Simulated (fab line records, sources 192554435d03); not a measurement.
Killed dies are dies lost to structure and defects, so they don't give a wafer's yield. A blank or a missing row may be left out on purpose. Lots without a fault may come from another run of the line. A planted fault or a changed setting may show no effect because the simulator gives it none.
fab line records | flow n5_finfet
record lots=11 wafers=31 last_day=17
route steps=1938 shown WELL_APT@30 PMOS_HMC_CHANNEL_EPI@59 BEOL_M4@1111 PASSIVATION@1936
lots that met no fault: from a run of the same line without faults
start_h: hours from the record's first day to the start of the lot's first wafer shown | wait_h: hours since the lot's step before | " the same as in the row above | L1.1+2: a row that stands for several wafers | - no value, or no start given | * or withheld: withheld | < > ~ a bound
route shown NAME@n: a module of which the file shows steps, and the number in the route of the first | usual: mean/standard deviation of fault-free wafers | same: alike in all rows | chamber/n: place in a boat | sites: the reading at each site | _std_site: their standard deviation | _edge_site: outer sites' mean less inner sites' | radius_mm: how far each site lies from the wafer's centre | mask NAME#n: copy n | behind: the tool/chamber that last shaped the wafer | hold: why the lot was held/for how many hours/how that ended | device: the transistor (n, p or np) that didn't switch | end of line: the same wafers' tests at the end of the route | a step without rows: its recipe alone | killed: dies lost to structure and defects at the first sort, not the wafer's yield | map: a wafer's dies, x killed, . not, _ none there
set.NAME: the setting as run; set.NAME@STEP: as run at that earlier step | model.NAME: the simulator's own value behind a step, which no gauge read
steps of the route over a sample of lots; a table a step, a row a wafer
services: from which hour (start_h, from the record's first day; less than 0 if before it) a tool's chamber was out of use, for how many hours, and why
## steps
# step N5_WELL_APT_INSPECT_10
# recipe mode=adi inspect_instrument=macro
# usual raw_defect_count=1.9/1.6
# columns lot.wafer tool chamber start_h wait_h raw_defect_count
L382.2 defect_inspect-02 - 19.63 0.0 1
L382.6 " - " " 1
L384.2 defect_inspect-02 - 31.91 0.0 0
L384.3 " - " " 2
L386.1 defect_inspect-01 - 43.92 0.0 0
L386.2 " - " " 5
L386.3 " - " " 2
L387.1 defect_inspect-02 - 49.89 0.0 3
L387.5 " - " " 1
L387.6 " - " " 0
L393.1 defect_inspect-01 - 85.97 0.0 3
L393.3 " - " " 2
L393.5 " - " " 3
L397.2 defect_inspect-01 - 109.77 0.0 0
L397.4 " - " " 1
L397.6 " - " " 8
L398.1 defect_inspect-01 - 115.76 0.0 8
L398.2 " - " " 2
L398.6 " - " " 0
L399.1 defect_inspect-01 - 122.16 0.0 2
L399.2 " - " " 2
L399.3 " - " " 2
L402.1 defect_inspect-02 - 139.99 0.0 1
L402.3 " - " " 0
L402.6 " - " " 2
L403.2 defect_inspect-02 - 145.76 0.0 0
L403.3 " - " " 3
L403.6 " - " " 6
L404.1 defect_inspect-02 - 151.86 0.0 1
L404.3 " - " " 1
L404.6 " - " " 3
# step N5_PMOS_HMC_CHANNEL_EPI_COAT_03
# recipe resist=CAR-ArF-block spin_rpm=1500 resist_thk_nm=205
# usual chill_plate_temp_C=23.00/0.1 spin_speed_rpm=1500.0/1
# columns lot.wafer tool chamber start_h wait_h chill_plate_temp_C spin_speed_rpm
L382.2 litho_track-04 0 22.65 - 22.93 1500.1
L382.6 " 0 " " 22.90 1500.5
L384.2 litho_track-05 0 34.80 - 22.94 1499.7
L384.3 " 0 " " 23.04 1500.4
L386.1 litho_track-05 0 46.96 - 22.99 1500.5
L386.2 " 0 " " 23.00 1502.7
L386.3 " 0 " " 22.97 1500.2
L387.1 litho_track-03 0 52.78 - 22.97 1501.4
L387.5 " 0 " " 22.93 1498.1
L387.6 " 0 " " 22.74 1499.2
L393.1 litho_track-05 0 89.68 - 23.16 1461.4
L393.3 " 0 " " 23.05 1461.6
L393.5 " 0 " " 23.13 1460.9
L397.2 litho_track-05 0 112.66 - 23.06 1460.5
L397.4 " 0 " " 23.12 1460.5
L397.6 " 0 " " 23.04 1462.2
L398.1 litho_track-03 0 119.04 - 22.91 1500.0
L398.2 " 0 " " 22.96 1500.6
L398.6 " 0 " " 22.90 1501.9
L399.1 litho_track-04 0 125.17 - 22.98 1498.3
L399.2 " 0 " " 23.20 1498.7
L399.3 " 0 " " 23.01 1499.5
L402.1 litho_track-04 0 143.23 - 23.11 1500.9
L402.3 " 0 " " 22.90 1499.7
L402.6 " 0 " " 22.95 1499.5
L403.2 litho_track-03 0 149.47 - 23.08 1500.8
L403.3 " 0 " " 22.78 1501.1
L403.6 " 0 " " 23.26 1499.7
L404.1 litho_track-04 0 155.16 - 23.11 1499.3
L404.3 " 0 " " 23.00 1500.5
L404.6 " 0 " " 22.79 1499.0
# step N5_PMOS_HMC_CHANNEL_EPI_OVL_MEAS_10
# recipe points_per_wafer=44
# usual PMOS_HMC_BLK_OVL=-0.3/0.84
# columns lot.wafer tool chamber start_h wait_h PMOS_HMC_BLK_OVL[nm]
L382.2 overlay-01 0 22.90 0.0 0.3
L382.6 " 0 " " -1.0
L384.2 overlay-01 0 35.17 0.0 -0.6
L384.3 " 0 " " -0.7
L386.1 overlay-01 0 47.33 0.0 -0.7
L386.2 " 0 " " 0.1
L386.3 " 0 " " -0.4
L387.1 overlay-01 0 53.03 0.0 0.0
L387.5 " 0 " " -1.0
L387.6 " 0 " " 0.4
L393.1 overlay-02 0 90.06 0.0 0.9
L393.3 " 0 " " -0.2
L393.5 " 0 " " -0.2
L397.2 overlay-02 0 112.91 0.0 0.7
L397.4 " 0 " " 0.3
L397.6 " 0 " " 0.4
L398.1 overlay-02 0 119.29 0.0 -0.5
L398.2 " 0 " " 0.3
L398.6 " 0 " " 0.5
L399.1 overlay-02 0 125.55 0.0 -0.6
L399.2 " 0 " " -0.9
L399.3 " 0 " " -0.3
L402.1 overlay-01 0 143.61 0.0 0.3
L402.3 " 0 " " -0.4
L402.6 " 0 " " 0.4
L403.2 overlay-02 0 149.84 0.0 -0.2
L403.3 " 0 " " 1.2
L403.6 " 0 " " -0.6
L404.1 overlay-01 0 155.41 0.0 -0.5
L404.3 " 0 " " -1.1
L404.6 " 0 " " -0.6
# step N5_PMOS_HMC_CHANNEL_EPI_STRIP_33
# recipe chemistry=N2/H2 power_w=500 temp_c=40 pressure_mtorr=50 rf_frequency_hz=6e+07 overash_fraction=0.3 bias_power_w=8 h2_frac=0.5 n2_flow_sccm=300 h2_flow_sccm=300
# usual drypump_motor_current_A=5.8/0.38 oes_product_au=0.76/0.051 rf_vpp_V=54.4/1.6 showerhead_plenum_p_Torr=3.35/0.1 throttle_valve_pct=19.0/0.51
# columns lot.wafer tool chamber start_h wait_h drypump_motor_current_A oes_product_au rf_hours_counter_h rf_vpp_V showerhead_plenum_p_Torr throttle_valve_pct
L382.2 rie_diel-03 1 23.57 0.0 6.3 0.80 121 53.5 3.51 19.2
L382.6 " 1 " " 6.3 0.78 - 54.7 3.51 19.2
L384.2 rie_diel-01 0 35.36 0.0 5.7 0.71 207 54.7 3.33 18.4
L384.3 " 3 " " 5.4 0.76 126 54.3 3.37 19.0
L386.1 rie_diel-02 1 47.77 0.0 5.8 0.68 242 51.8 3.30 18.9
L386.2 " 0 " " 6.3 0.77 155 54.6 3.39 20.1
L386.3 " 3 " " 5.4 0.86 46 53.6 3.40 18.5
L387.1 rie_diel-02 0 53.24 0.0 6.3 0.77 157 52.7 3.39 20.1
L387.5 " 3 " " 5.4 0.85 - 54.2 3.40 18.5
L387.6 " 0 " " 6.3 0.77 - 54.6 3.39 20.1
L393.1 rie_diel-02 3 90.25 0.0 5.4 0.83 60 55.7 3.39 18.5
L393.3 " 2 " " 5.2 0.73 167 55.0 3.35 18.9
L393.5 " 3 " " 5.4 0.83 - 53.6 3.39 18.5
L397.2 rie_diel-03 1 113.10 0.0 6.2 0.77 148 55.2 3.49 19.3
L397.4 " 2 " " 6.0 0.70 229 52.5 3.15 19.1
L397.6 " 2 " " 6.0 0.71 - 53.0 3.15 19.1
L398.1 rie_diel-03 1 119.48 0.0 6.2 0.78 149 55.3 3.49 19.3
L398.2 " 0 " " 5.7 0.74 167 53.9 3.49 18.6
L398.6 " 0 " " 5.7 0.74 - 55.1 3.49 18.6
L399.1 rie_diel-02 0 125.74 0.0 6.3 0.74 182 55.0 3.37 20.2
L399.2 " 1 " " 5.8 0.97 5 53.8 3.29 18.5
L399.3 " 2 " " 5.1 0.70 180 54.0 3.35 18.9
L402.1 rie_diel-03 2 143.80 0.0 6.0 0.70 239 54.5 3.15 19.1
L402.3 " 3 " " 5.8 0.73 181 53.9 3.18 18.4
L402.6 " 3 " " 5.8 0.73 - 53.3 3.18 18.5
L403.2 rie_diel-02 3 150.03 0.0 5.3 0.81 81 53.7 3.38 18.6
L403.3 " 1 " " 5.8 0.96 13 55.6 3.29 18.6
L403.6 " 3 " " 5.4 0.82 - 56.2 3.38 18.6
L404.1 rie_diel-03 0 155.61 0.0 5.7 0.74 177 53.5 3.48 18.6
L404.3 " 3 " " 5.8 0.74 183 56.5 3.18 18.5
L404.6 " 0 " " 5.7 0.75 - 53.3 3.48 18.6
# step N5_BEOL_M4_RC_MEAS_101
# usual DIBL_N=37.5/2 DIBL_P=37.5/2.5 IOFF_N=0.18/0.042 IOFF_P=0.24/0.046 ION_N=677/15 ION_P=464/9.5 SS_N=72.0/0.76 SS_P=73.6/0.79 VT_N=249/3.5 VT_P=-249/3.2
# columns lot.wafer tool chamber start_h wait_h DIBL_N[mV/V] DIBL_P[mV/V] IOFF_N[nA/um] IOFF_P[nA/um] ION_N[uA/um] ION_P[uA/um] SS_N[mV/dec] SS_P[mV/dec] VT_N[mV] VT_P[mV]
L382.2 prober-02 0 170.18 0.2 37.0 38.6 0.17 0.23 691 466 72.8 74.1 247 -251
L382.6 " 0 " " 38.1 39.7 0.18 0.26 667 458 72.8 74.7 251 -249
L384.2 prober-01 0 181.31 0.2 36.9 37.5 0.16 0.20 657 451 72.8 73.8 251 -256
L384.3 " 0 " " 37.5 39.2 0.18 0.23 670 455 72.1 74.4 249 -250
L386.1 prober-01 0 195.03 0.0 34.2 34.4 0.15 0.18 682 471 72.3 73.2 253 -254
L386.2 " 0 " " 36.0 37.9 0.18 0.24 670 457 72.0 73.3 247 -249
L386.3 " 0 " " 36.8 38.0 0.20 0.23 687 464 72.0 74.3 247 -251
L387.1 prober-02 0 202.69 0.0 37.3 36.9 0.17 0.24 678 469 71.4 74.0 249 -249
L387.5 " 0 " " 39.1 38.0 0.20 0.26 684 472 72.7 74.2 248 -247
L387.6 " 0 " " 34.8 35.0 0.13 0.23 650 454 71.0 74.0 250 -248
L393.1 prober-01 0 244.47 0.0 37.6 36.7 0.15 0.21 672 463 70.9 73.2 251 -249
L393.3 " 0 " " 38.5 37.8 0.16 0.22 670 461 72.0 74.2 251 -251
L393.5 " 0 " " 36.7 34.8 0.16 0.19 681 464 71.4 73.0 250 -248
L397.2 prober-02 0 253.53 0.2 35.3 34.4 0.12 0.18 661 461 71.0 72.3 254 -252
L397.4 " 0 " " 36.3 35.7 0.15 0.20 688 476 71.4 72.5 252 -255
L397.6 " 0 " " 35.2 34.0 0.12 0.17 648 452 71.3 72.6 257 -254
L398.1 prober-01 0 266.78 0.0 37.0 37.8 0.19 0.24 702 482 72.2 73.1 250 -248
L398.2 " 0 " " 34.2 33.9 0.13 0.19 650 451 71.8 72.7 252 -251
L398.6 " 0 " " 37.5 38.3 0.19 0.25 671 465 72.0 74.7 248 -247
L399.1 prober-01 0 273.67 0.0 40.8 40.6 0.23 0.29 690 470 72.2 74.2 244 -247
L399.2 " 0 " " 38.5 36.9 0.18 0.24 655 457 71.7 73.8 249 -247
L399.3 " 0 " " 39.0 38.1 0.19 0.25 664 460 71.6 73.0 249 -247
L402.1 prober-02 0 294.48 0.0 39.4 38.3 0.23 0.24 708 470 72.3 74.6 244 -249
L402.3 " 0 " " 37.3 34.9 0.18 0.19 685 465 71.6 72.8 248 -250
L402.6 " 0 " " 37.4 36.5 0.18 0.20 693 467 72.1 73.8 247 -251
L403.2 prober-01 0 305.41 0.2 39.4 39.4 0.22 0.25 683 457 72.8 74.8 244 -249
L403.3 " 0 " " 34.4 34.4 0.12 0.18 672 465 71.4 73.1 251 -254
L403.6 " 0 " " 39.7 40.4 0.23 0.28 697 474 72.3 74.5 241 -249
L404.1 prober-02 0 307.06 0.0 37.1 36.8 0.19 0.20 668 454 72.8 73.0 248 -253
L404.3 " 0 " " 35.2 35.5 0.13 0.18 659 452 71.5 73.1 251 -253
L404.6 " 0 " " 38.5 38.6 0.20 0.23 673 457 72.3 74.2 248 -249
# step N5_PASSIVATION_PROBE_49
# usual defect_limited_yield=91.8/1.5 killed_at_M0_to_M3=33/11 killed_at_M4_up=13/5 killed_at_contacts=11/5.6 killed_at_front_end=36/12 killed_at_other=3.4/2.5 killed_dies=97/18 killed_open=64/13 killed_short=31/6.9 sort_bin_5_function=4.8/1 sort_bin_6_memory=3.1/0.64 sort_n_pass=1083/18 sort_yield_pct=91.8/1.5
# same gross_dies=1180 killed_at_back_side=0 sort_bin_4_leakage[%]=0 sort_bin_8_speed[%]=0
# columns lot.wafer tool chamber start_h wait_h defect_limited_yield[%] killed_at_M0_to_M3 killed_at_M4_up killed_at_contacts killed_at_front_end killed_at_other killed_dies killed_open killed_short sort_bin_5_function[%] sort_bin_6_memory[%] sort_n_pass sort_yield_pct[%]
L382.2 prober-02 - 277.19 0.1 92.5 31 13 7 35 2 88 60 28 3.7 3.5 1092 92.5
L382.6 prober-02 - 277.39 0.3 92.1 47 10 9 27 0 93 57 35 4.0 3.6 1087 92.1
L384.2 prober-01 - 286.15 0.1 92.0 41 12 7 26 8 94 64 30 4.3 3.4 1086 92.0
L384.3 prober-01 - 286.20 0.1 91.7 38 17 3 32 8 98 65 33 5.3 2.8 1082 91.7
L386.1 prober-01 - 296.24 0.0 91.0 43 15 4 36 8 106 66 40 6.1 2.4 1074 91.0
L386.2 prober-01 - 296.29 0.1 91.4 57 11 3 25 6 102 76 26 5.3 3.1 1078 91.4
L386.3 prober-01 - 296.34 0.1 92.2 37 13 5 36 1 92 59 32 4.5 3.1 1088 92.2
L387.1 prober-02 - 300.55 0.0 92.6 16 19 11 36 5 87 59 26 4.7 2.5 1093 92.6
L387.5 prober-02 - 300.75 0.2 92.1 22 19 19 28 5 93 72 21 5.2 2.5 1087 92.1
L387.6 prober-02 - 300.80 0.3 91.9 25 12 12 41 5 95 63 30 5.3 2.7 1085 91.9
L393.1 prober-01 - 349.03 0.0 92.5 27 7 13 38 3 88 55 32 4.3 2.9 1092 92.5
L393.3 prober-01 - 349.13 0.1 91.3 20 13 20 34 16 103 61 26 5.4 3.1 1077 91.3
L393.5 prober-01 - 349.23 0.2 93.1 23 17 14 27 1 82 53 25 3.6 2.9 1098 93.1
L398.1 prober-02 - 370.08 0.0 90.5 39 12 14 41 6 112 77 30 5.9 3.1 1068 90.5
L398.2 prober-02 - 370.13 0.1 91.3 44 15 19 22 3 103 66 34 4.8 3.4 1077 91.3
L398.6 prober-02 - 370.33 0.3 92.0 47 10 8 26 3 94 68 25 5.2 2.4 1086 92.0
L397.2 prober-01 - 370.22 0.1 89.1 46 22 20 36 5 129 81 41 5.7 4.6 1051 89.1
L397.4 prober-01 - 370.32 0.2 90.1 34 20 23 34 6 117 79 36 5.6 4.3 1063 90.1
L397.6 prober-01 - 370.42 0.3 91.2 21 13 11 54 5 104 63 33 4.6 3.6 1076 91.2
L399.1 prober-01 - 373.95 0.0 90.9 35 16 11 42 3 107 56 43 5.4 3.0 1073 90.9
L399.2 prober-01 - 374.00 0.1 92.8 36 9 7 31 2 85 39 44 3.9 3.0 1095 92.8
L399.3 prober-01 - 374.05 0.1 91.4 35 15 4 46 1 101 62 27 5.0 2.5 1079 91.4
L402.1 prober-01 - 393.27 0.0 90.1 35 15 24 42 1 117 77 39 6.3 3.3 1063 90.1
L402.3 prober-01 - 393.37 0.1 89.9 38 18 21 38 4 119 83 35 6.2 3.6 1061 89.9
L402.6 prober-01 - 393.52 0.3 92.2 23 10 18 40 1 92 55 37 4.3 3.4 1088 92.2
L403.2 prober-02 - 409.43 0.1 93.3 36 4 10 29 0 79 51 28 4.1 2.5 1101 93.3
L403.3 prober-02 - 409.48 0.1 93.1 26 20 3 33 0 82 57 24 3.7 2.9 1098 93.1
L403.6 prober-02 - 409.63 0.3 90.9 38 17 13 39 0 107 80 27 5.2 3.9 1073 90.9
L404.1 prober-01 - 409.45 0.0 91.7 36 12 11 35 4 98 63 33 5.3 2.9 1082 91.7
L404.3 prober-01 - 409.55 0.1 89.6 48 14 3 52 6 123 85 38 6.0 4.2 1057 89.6
L404.6 prober-01 - 409.70 0.3 89.8 56 21 10 24 9 120 77 41 6.0 3.9 1060 89.8
# killed by level:class
L382.2 BEOL_M2:geometric_particle:open=9 GATE_CUT:geometric_particle:short=8 GATE_CUT:geometric_particle:open=6 MOL_CONTACT_COAG:geometric_particle:open=6 DUMMY_GATE:geometric_particle:open=5 BEOL_M0_SAQP:geometric_particle:open=5 BEOL_M0_SAQP:geometric_particle:short=4 BEOL_M1:geometric_particle:open=4
L382.6 BEOL_M1:geometric_particle:open=17 BEOL_M0_SAQP:geometric_particle:short=11 GATE_CUT:geometric_particle:short=6 MOL_CONTACT_COAG:geometric_particle:open=6 BEOL_M2:geometric_particle:open=6 BEOL_M4:geometric_particle:open=5 FIN_SAQP:geometric_particle:open=4 STI_FIN_REVEAL:geometric_particle:open=4
L384.2 BEOL_M0_SAQP:geometric_particle:short=14 FIN_SAQP:geometric_particle:open=11 BEOL_M0_SAQP:geometric_particle:open=11 BEOL_M3:geometric_particle:open=6 MOL_CONTACT_COAG:geometric_particle:open=5 BEOL_M4:geometric_particle:open=5 GATE_CUT:geometric_particle:short=4 BEOL_M0:geometric_particle:open=4
L384.3 FIN_SAQP:geometric_particle:open=12 BEOL_M0_SAQP:geometric_particle:short=11 BEOL_M0_SAQP:geometric_particle:open=10 BEOL_M4:geometric_particle:open=9 FIN_SAQP:geometric_particle:short=5 BEOL_M2:geometric_particle:open=5 DUMMY_GATE:geometric_particle:open=4 BEOL_M1:geometric_particle:open=4
L386.1 BEOL_M2:geometric_particle:open=12 BEOL_M4:geometric_particle:open=12 BEOL_M3:geometric_particle:open=9 FIN_SAQP:geometric_particle:open=8 BEOL_M0_SAQP:geometric_particle:short=7 BEOL_M1:geometric_particle:open=6 FIN_SAQP:geometric_particle:short=5 GATE_CUT:geometric_particle:short=4
L386.2 BEOL_M0_SAQP:geometric_particle:open=19 BEOL_M2:geometric_particle:open=14 BEOL_M3:geometric_particle:open=10 BEOL_M0_SAQP:geometric_particle:short=8 FIN_SAQP:geometric_particle:open=6 STARTING-WAFER:geometric_particle:short=4 FIN_SAQP:geometric_particle:short=3 STI_FIN_REVEAL:geometric_particle:open=3
L386.3 BEOL_M3:geometric_particle:open=11 BEOL_M0_SAQP:geometric_particle:short=8 STI_FIN_REVEAL:geometric_particle:open=7 BEOL_M0_SAQP:geometric_particle:open=6 FIN_SAQP:geometric_particle:open=5 STI_FIN_REVEAL:geometric_particle:short=5 MOL_CONTACT_COAG:geometric_particle:open=4 BEOL_M3:geometric_particle:short=4
L387.1 STI_FIN_REVEAL:geometric_particle:open=10 FIN_SAQP:geometric_particle:open=7 MOL_CONTACT_COAG:geometric_particle:open=7 BEOL_M4:geometric_particle:open=7 BEOL_M0_SAQP:geometric_particle:open=6 DUMMY_GATE:geometric_particle:open=4 BEOL_M0_SAQP:geometric_particle:short=4 MOL_CONTACT_COAG:geometric_particle:short=4
L387.5 MOL_CONTACT_COAG:geometric_particle:open=16 STI_FIN_REVEAL:geometric_particle:open=9 BEOL_M0_SAQP:geometric_particle:short=8 BEOL_M4:geometric_particle:open=7 BEOL_M2:geometric_particle:open=6 FIN_SAQP:geometric_particle:open=5 BEOL_M0_SAQP:geometric_particle:open=4 BEOL_M5:geometric_particle:open=4
L387.6 STI_FIN_REVEAL:geometric_particle:open=12 MOL_CONTACT_COAG:geometric_particle:open=9 GATE_CUT:geometric_particle:short=7 BEOL_M0_SAQP:geometric_particle:open=7 DUMMY_GATE:geometric_particle:open=6 BEOL_M2:geometric_particle:open=6 FIN_SAQP:geometric_particle:open=4 BEOL_M0_SAQP:geometric_particle:short=4
L393.1 FIN_SAQP:geometric_particle:short=12 MOL_CONTACT_COAG:geometric_particle:open=11 BEOL_M1:geometric_particle:open=7 FIN_SAQP:geometric_particle:open=6 STI_FIN_REVEAL:geometric_particle:open=6 BEOL_M2:geometric_particle:open=6 DUMMY_GATE:geometric_particle:open=4 BEOL_M0_SAQP:geometric_particle:open=4
L393.3 MOL_CONTACT_COAG:geometric_particle:open=15 PASSIVATION:area_etch=15 FIN_SAQP:geometric_particle:open=8 STI_FIN_REVEAL:geometric_particle:open=5 MOL_CONTACT_COAG:geometric_particle:short=5 FIN_SAQP:geometric_particle:short=4 STI_FIN_REVEAL:geometric_particle:short=4 BEOL_M1:geometric_particle:open=4
L393.5 MOL_CONTACT_COAG:geometric_particle:open=11 BEOL_M2:geometric_particle:open=8 DUMMY_GATE:geometric_particle:open=6 BEOL_M0_SAQP:geometric_particle:short=5 BEOL_M4:geometric_particle:open=5 FIN_SAQP:geometric_particle:open=4 BEOL_M8:geometric_particle:open=4 FIN_SAQP:geometric_particle:short=3
L398.1 BEOL_M0_SAQP:geometric_particle:open=12 BEOL_M2:geometric_particle:open=12 MOL_CONTACT_COAG:geometric_particle:open=11 FIN_SAQP:geometric_particle:open=10 STI_FIN_REVEAL:geometric_particle:open=5 STARTING-WAFER:geometric_particle:short=5 BEOL_M0_SAQP:geometric_particle:short=5 BEOL_M1:geometric_particle:open=5
L398.2 MOL_CONTACT_COAG:geometric_particle:open=14 BEOL_M0_SAQP:geometric_particle:open=14 BEOL_M0_SAQP:geometric_particle:short=10 BEOL_M1:geometric_particle:open=8 BEOL_M2:geometric_particle:open=6 STI_FIN_REVEAL:geometric_particle:open=5 MOL_CONTACT_COAG:geometric_particle:short=5 STI_FIN_REVEAL:geometric_particle:short=4
L397.2 MOL_CONTACT_COAG:geometric_particle:open=18 BEOL_M1:geometric_particle:open=11 FIN_SAQP:geometric_particle:short=10 BEOL_M3:geometric_particle:open=9 BEOL_M0_SAQP:geometric_particle:short=7 BEOL_M0_SAQP:geometric_particle:open=6 STI_FIN_REVEAL:geometric_particle:open=5 BEOL_M4:geometric_particle:open=5
L397.4 MOL_CONTACT_COAG:geometric_particle:open=20 BEOL_M4:geometric_particle:open=10 FIN_SAQP:geometric_particle:short=7 BEOL_M0_SAQP:geometric_particle:open=7 FIN_SAQP:geometric_particle:open=6 STI_FIN_REVEAL:geometric_particle:open=6 BEOL_M0_SAQP:geometric_particle:short=6 BEOL_M1:geometric_particle:open=6
L398.6 BEOL_M0_SAQP:geometric_particle:short=13 BEOL_M1:geometric_particle:open=10 BEOL_M2:geometric_particle:open=10 MOL_CONTACT_COAG:geometric_particle:open=8 STI_FIN_REVEAL:geometric_particle:open=7 BEOL_M0_SAQP:geometric_particle:open=5 BEOL_M3:geometric_particle:open=5 STARTING-WAFER:geometric_particle:open=5
L397.6 STI_FIN_REVEAL:geometric_particle:open=11 MOL_CONTACT_COAG:geometric_particle:open=11 FIN_SAQP:geometric_particle:short=10 BEOL_M4:geometric_particle:open=8 BEOL_M1:geometric_particle:open=8 HKMG_FIN:area_etch=7 DUMMY_GATE:geometric_particle:open=6 FIN_SAQP:geometric_particle:open=5
L399.1 FIN_SAQP:geometric_particle:short=11 BEOL_M2:geometric_particle:open=9 MOL_CONTACT_COAG:geometric_particle:open=7 BEOL_M0_SAQP:geometric_particle:open=7 BEOL_M0_SAQP:geometric_particle:short=6 HKMG_FIN:area_etch=5 FIN_SAQP:geometric_particle:open=4 STI_FIN_REVEAL:geometric_particle:open=4
L399.2 BEOL_M0_SAQP:geometric_particle:short=12 BEOL_M2:geometric_particle:open=6 FIN_SAQP:geometric_particle:short=5 STI_FIN_REVEAL:geometric_particle:open=4 GATE_CUT:geometric_particle:short=4 MOL_CONTACT_COAG:geometric_particle:open=4 BEOL_M1:geometric_particle:open=4 FIN_SAQP:geometric_particle:open=3
L399.3 BEOL_M0_SAQP:geometric_particle:open=10 FIN_SAQP:geometric_particle:short=10 BEOL_M2:geometric_particle:open=9 HKMG_FIN:area_etch=9 GATE_CUT:geometric_particle:short=6 BEOL_M4:geometric_particle:open=6 STI_FIN_REVEAL:geometric_particle:open=5 ILD0:geometric_particle:open=5
L402.1 MOL_CONTACT_COAG:geometric_particle:open=21 BEOL_M0_SAQP:geometric_particle:short=9 GATE_CUT:geometric_particle:short=9 BEOL_M0_SAQP:geometric_particle:open=8 FIN_SAQP:geometric_particle:open=7 BEOL_M2:geometric_particle:open=7 FIN_SAQP:geometric_particle:short=6 BEOL_M1:geometric_particle:open=6
L402.3 MOL_CONTACT_COAG:geometric_particle:open=20 BEOL_M2:geometric_particle:open=9 GATE_CUT:geometric_particle:short=8 BEOL_M0_SAQP:geometric_particle:open=8 BEOL_M3:geometric_particle:open=7 BEOL_M5:geometric_particle:open=7 FIN_SAQP:geometric_particle:short=5 BEOL_M2:geometric_particle:short=5
L402.6 MOL_CONTACT_COAG:geometric_particle:open=13 FIN_SAQP:geometric_particle:open=12 FIN_SAQP:geometric_particle:short=10 BEOL_M0_SAQP:geometric_particle:short=8 BEOL_M0_SAQP:geometric_particle:open=6 MOL_CONTACT_COAG:geometric_particle:short=5 STI_FIN_REVEAL:geometric_particle:open=4 BEOL_M2:geometric_particle:open=4
L403.2 MOL_CONTACT_COAG:geometric_particle:open=9 FIN_SAQP:geometric_particle:short=8 BEOL_M1:geometric_particle:open=7 BEOL_M0:geometric_particle:open=5 BEOL_M2:geometric_particle:open=5 BEOL_M3:geometric_particle:open=5 STI_FIN_REVEAL:geometric_particle:open=4 GATE_CUT:geometric_particle:short=4
L404.1 BEOL_M2:geometric_particle:open=11 STI_FIN_REVEAL:geometric_particle:open=10 MOL_CONTACT_COAG:geometric_particle:open=10 BEOL_M0_SAQP:geometric_particle:short=8 BEOL_M3:geometric_particle:open=7 STARTING-WAFER:geometric_particle:short=6 FIN_SAQP:geometric_particle:open=4 BEOL_M1:geometric_particle:open=4
L403.3 BEOL_M4:geometric_particle:open=11 STI_FIN_REVEAL:geometric_particle:open=8 BEOL_M2:geometric_particle:open=8 BEOL_M3:geometric_particle:short=5 STARTING-WAFER:geometric_particle:open=5 FIN_SAQP:geometric_particle:open=4 BEOL_M0_SAQP:geometric_particle:open=4 FIN_SAQP:geometric_particle:short=3
L404.3 FIN_SAQP:geometric_particle:open=23 BEOL_M1:geometric_particle:open=16 FIN_SAQP:geometric_particle:short=10 BEOL_M0_SAQP:geometric_particle:open=8 BEOL_M2:geometric_particle:open=8 BEOL_M0_SAQP:geometric_particle:short=6 DUMMY_GATE:geometric_particle:open=4 BEOL_M3:geometric_particle:open=4
L403.6 BEOL_M2:geometric_particle:open=11 BEOL_M4:geometric_particle:open=11 FIN_SAQP:geometric_particle:short=10 MOL_CONTACT_COAG:geometric_particle:open=10 DUMMY_GATE:geometric_particle:open=10 BEOL_M3:geometric_particle:open=7 STI_FIN_REVEAL:geometric_particle:open=6 BEOL_M1:geometric_particle:open=6
L404.6 BEOL_M2:geometric_particle:open=15 BEOL_M1:geometric_particle:open=10 BEOL_M0_SAQP:geometric_particle:open=10 BEOL_M3:geometric_particle:short=10 BEOL_M0_SAQP:geometric_particle:short=7 FIN_SAQP:geometric_particle:open=6 MOL_CONTACT_COAG:geometric_particle:open=6 BEOL_M4:geometric_particle:open=6
## services
# columns tool chamber start_h hours kind
rie_diel-01 0 35.44 40.3 repair
rie_diel-01 3 44.23 9.5 repair
litho_track-05 - 51.08 - consumable_replace:filter
rie_diel-01 2 53.35 6.5 repair
rie_diel-02 1 78.97 - clean
rie_diel-02 1 78.97 - consumable_replace:focus_ring
rie_diel-02 1 78.97 27.7 scheduled_down
rie_diel-02 1 78.97 27.7 vent_cycle
rie_diel-01 2 96.68 7.6 repair
rie_diel-01 0 137.19 2.4 repair
## key
first_sign step=N5_PMOS_HMC_CHANNEL_EPI_COAT_03 reading=spin_speed_rpm direction=down sigmas=38 usual=* struck=*
effect none on later readings
met_at N5_PMOS_HMC_CHANNEL_EPI_COAT_03
struck_lots L393,L397
baseline_loss step=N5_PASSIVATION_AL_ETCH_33 wafers=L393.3
not_acting_at N5_WELL_APT_INSPECT_10,N5_PMOS_HMC_CHANNEL_EPI_OVL_MEAS_10,N5_PMOS_HMC_CHANNEL_EPI_STRIP_33
onset_between 46.96 89.68
fault kind=process_parameter_drift tool=litho_track-05 chamber=- onset_h=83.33 steps=N5_PMOS_HMC_CHANNEL_EPI_COAT_03 channel=spin_rpm offset=* shape=step end_h=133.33 acts_in=* stated=*
# baseline_loss: these wafers lose ten dies or more at that step, a loss of the line's own and not of a fault; the sort's usual values leave them out
